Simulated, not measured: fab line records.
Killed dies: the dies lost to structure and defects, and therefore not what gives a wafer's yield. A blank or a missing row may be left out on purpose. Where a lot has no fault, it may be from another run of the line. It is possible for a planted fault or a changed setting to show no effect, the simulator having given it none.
Chamber matching / flow n5-finfet / N5_FIN_SAQP_ALD_61 on ald-sin-02 has 4 sister chambers
The step deposits SiO2, target thk 4 nm, pulse time 1 s, purge time 2 s. 7 wafers are shown with their chamber, then 12 later ones without.

## EACH WAFER AND ITS CHAMBER
wafer=L074.2; chamber=0; heater-power-w (W)=508; precursor-pulse-height-rel=0.998
wafer=L082.1; chamber=1; heater-power-w (W)=479; precursor-pulse-height-rel=0.980
wafer=L082.2; chamber=3; heater-power-w (W)=486; precursor-pulse-height-rel=1.012
wafer=L082.4; chamber=2; heater-power-w (W)=465; precursor-pulse-height-rel=0.982
wafer=L083.1; chamber=2; heater-power-w (W)=460; precursor-pulse-height-rel=1.001
wafer=L083.2; chamber=1; heater-power-w (W)=468; precursor-pulse-height-rel=1.027
wafer=L083.3; chamber=3; heater-power-w (W)=463; precursor-pulse-height-rel=1.013

## WAFERS WHOSE CHAMBER IS MISSING
wafer=L083.4; heater-power-w (W)=470; precursor-pulse-height-rel=1.019
wafer=L083.5; heater-power-w (W)=469; precursor-pulse-height-rel=0.971
wafer=L083.6; heater-power-w (W)=467; precursor-pulse-height-rel=1.002
wafer=L087.1; heater-power-w (W)=471; precursor-pulse-height-rel=0.999
wafer=L087.5; heater-power-w (W)=490; precursor-pulse-height-rel=1.027
wafer=L087.6; heater-power-w (W)=499; precursor-pulse-height-rel=0.962
wafer=L088.1; heater-power-w (W)=454; precursor-pulse-height-rel=1.029
wafer=L088.2; heater-power-w (W)=460; precursor-pulse-height-rel=0.976
wafer=L088.4; heater-power-w (W)=496; precursor-pulse-height-rel=1.018
wafer=L093.4; heater-power-w (W)=497; precursor-pulse-height-rel=1.007
wafer=L093.5; heater-power-w (W)=450; precursor-pulse-height-rel=1.012
wafer=L093.6; heater-power-w (W)=443; precursor-pulse-height-rel=1.030

## THE CHAMBER EACH PASSED THROUGH
wafer=L083.4; from the rows above=can't be placed: 3 or 1 or 2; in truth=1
wafer=L083.5; from the rows above=can't be placed: 2 or 1 or 3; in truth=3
wafer=L083.6; from the rows above=can't be placed: 1 or 2 or 3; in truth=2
wafer=L087.1; from the rows above=can't be placed: 1 or 3 or 2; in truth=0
wafer=L087.5; from the rows above=can't be placed: 3 or 1 or 0 or 2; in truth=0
wafer=L087.6; from the rows above=can't be placed: 0 or 1 or 3 or 2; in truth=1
wafer=L088.1; from the rows above=can't be placed: 2 or 3 or 1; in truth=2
wafer=L088.2; from the rows above=can't be placed: 2 or 1 or 3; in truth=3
wafer=L088.4; from the rows above=can't be placed: 0 or 3 or 1 or 2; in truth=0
wafer=L093.4; from the rows above=can't be placed: 0 or 3 or 1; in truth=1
wafer=L093.5; from the rows above=can't be placed: 2 or 1 or 3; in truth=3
wafer=L093.6; from the rows above=can't be placed: 2 or 3 or 1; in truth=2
Placed correctly: 0 of 12. Can't be placed from these rows: 12 (the true chamber is among the candidates in 11). Number placed wrongly: 0.
How it was worked out, from the rows above alone: a wafer's distance from a chamber is the root of the sum, over the readings, of the square of ((its reading less the chamber's mean) divided by the reading's scatter). The wafer belongs to the nearest chamber; if the next one is less than 2 further off, it can't be placed. Each chamber's mean is taken over the wafers shown for it. The scatter: the root of (the sum of the squares of (reading less its chamber's mean) over the shown wafers, divided by (wafers less chambers)).
